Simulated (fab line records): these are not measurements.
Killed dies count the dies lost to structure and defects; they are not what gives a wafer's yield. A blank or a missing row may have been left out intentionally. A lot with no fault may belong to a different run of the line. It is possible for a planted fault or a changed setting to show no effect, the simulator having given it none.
Struck lot and sound lot, side by side -- flow n5-finfet -- 31 steps out of a route of 1938
Sound: wafers L935.1, L935.3, L935.5. Struck: wafer L928.1 (left out: L928.2, L928.4 of the same lot, which were not struck); the cause appears at the end.
For every step that has rows: the tool of each side, followed by ch and its chambers, followed by its first start. Under that, the readings that differ: sound wafers -- struck wafers -- difference of the means -- sigmas: that difference in standard deviations of wafers without a fault.
alike: words and numbers the same on both sides, and readings whose means are apart by under 2 such deviations; not compared: readings that were withheld, readings missing a value for some wafer, numbers with overlapping values and no deviation given by the record, and bounds like >300 which may hide the same value.
A row with sigmas, a row that says differs or no value, or rows on one side alone: a step with any of these is where the two part. When numbers do not overlap yet have no deviation, they are printed without sigmas and do not part them. A reading that every wafer of one side lacks parts them only if that side has two wafers or more.

first, 11 steps without rows for these wafers: N5_HKMG_FIN_DESCUM_53 (chemistry O2, time 7.9 s); N5_HKMG_FIN_ETCH_54 (etches SiARC in CF4, target depth 45.5 nm, time 75.8 s); N5_HKMG_FIN_ETCH_55 (etches SOC in N2/H2, target depth 240 nm, time 300 s); N5_HKMG_FIN_STRIP_56 (strips in N2/H2); N5_HKMG_FIN_STRIP_57 (strips in CF4); N5_HKMG_FIN_ETCH_58 (etches SOC in N2/H2, target depth 215.8 nm, time 741 s); N5_HKMG_FIN_STRIP_93 (strips SOC in N2/H2, time 20 s); N5_HKMG_FIN_WET_ETCH_76 (etches Al2O3 in dNH4OH, stops on La2O3, target depth 2.25 nm, rinse time 30 s); N5_HKMG_FIN_STRIP_60 (strips in N2/H2, time 360 s); N5_HKMG_FIN_WET_ETCH_77 (etches La2O3 in dHCl, stops on HfO2, target depth 2 nm); N5_HKMG_FIN_WET_ETCH_78 (etches Al2O3 in dNH4OH, stops on La2O3, target depth 4.5 nm, rinse time 30 s).
N5_HKMG_FIN_ALD_79: deposits TiN, target thk 1.5 nm, pulse time 1 s, purge time 3 s.
  sound on ald-metal-02 ch 1,2,3, day 7 03:08; struck on ald-metal-04 ch 1, day 5 08:46
  alike: chamber-pressure-Torr, heater-power-w, precursor-pulse-height-rel
then, 16 steps without rows for these wafers: N5_HKMG_FIN_CVD_62 (deposits a-Si from Si2H6, target thk 3 nm, time 20.8 s); N5_HKMG_FIN_RTA_80 (time 2 s); N5_HKMG_FIN_PRECLEAN_64 (cleans in dHF, time 30 s); N5_HKMG_FIN_WET_ETCH_65 (etches a-Si in TMAH, stops on TiN, time 49 s, target depth 3 nm); N5_HKMG_FIN_WET_ETCH_81 (etches TiN in SC1, stops on HfO2, time 57 s, target depth 6 nm); N5_HKMG_FIN_WET_ETCH_82 (etches La2O3 in dHCl, stops on HfO2, target depth 2 nm, rinse time 30 s); N5_HKMG_FIN_ALD_36 (deposits TiN, target thk 1 nm, pulse time 1 s, purge time 3 s); N5_HKMG_FIN_PWFM_ALD_03 (deposits TiN, target thk 2 nm, pulse time 1 s, purge time 3 s); N5_HKMG_FIN_COAT_29 (time 60 s, resist thk 300 nm); N5_HKMG_FIN_COAT_30 (time 60 s, resist thk 35 nm); N5_HKMG_FIN_COAT_06 (resist thk 90 nm); N5_HKMG_FIN_EBR_08; N5_HKMG_FIN_SOFTBAKE_07 (time 60 s); N5_HKMG_FIN_EXPOSE_09 (exposes mask NWFM); N5_HKMG_FIN_PEB_10 (peb time 60 s); N5_HKMG_FIN_DEVELOP_11 (develop time 30 s).
N5_HKMG_FIN_INSPECT_14: inspects for defects (macro).
  struck on defect-inspect-01, day 5 10:44; sound on defect-inspect-02, day 7 05:07
reading,sound,struck,difference,sigmas
raw-defect-count,2 5 3,>300,differs,
then, 1 step without rows for these wafers: N5_HKMG_FIN_DESCUM_17 (chemistry O2, time 7.9 s).
-- here the record skips 9 days between the struck wafers' starts before and after, leaving off in module HKMG_FIN and picking up in module PASSIVATION (first step shown: number 1936 of the route) --
N5_PASSIVATION_PROBE_49:
  the record has rows for the struck wafers here (prober-02, day 14 22:41) and none for the sound ones

## WHERE THEY PART
At N5_HKMG_FIN_INSPECT_14 first; at N5_PASSIVATION_PROBE_49 last (within this record only).

WHY: the cause the simulator had injected
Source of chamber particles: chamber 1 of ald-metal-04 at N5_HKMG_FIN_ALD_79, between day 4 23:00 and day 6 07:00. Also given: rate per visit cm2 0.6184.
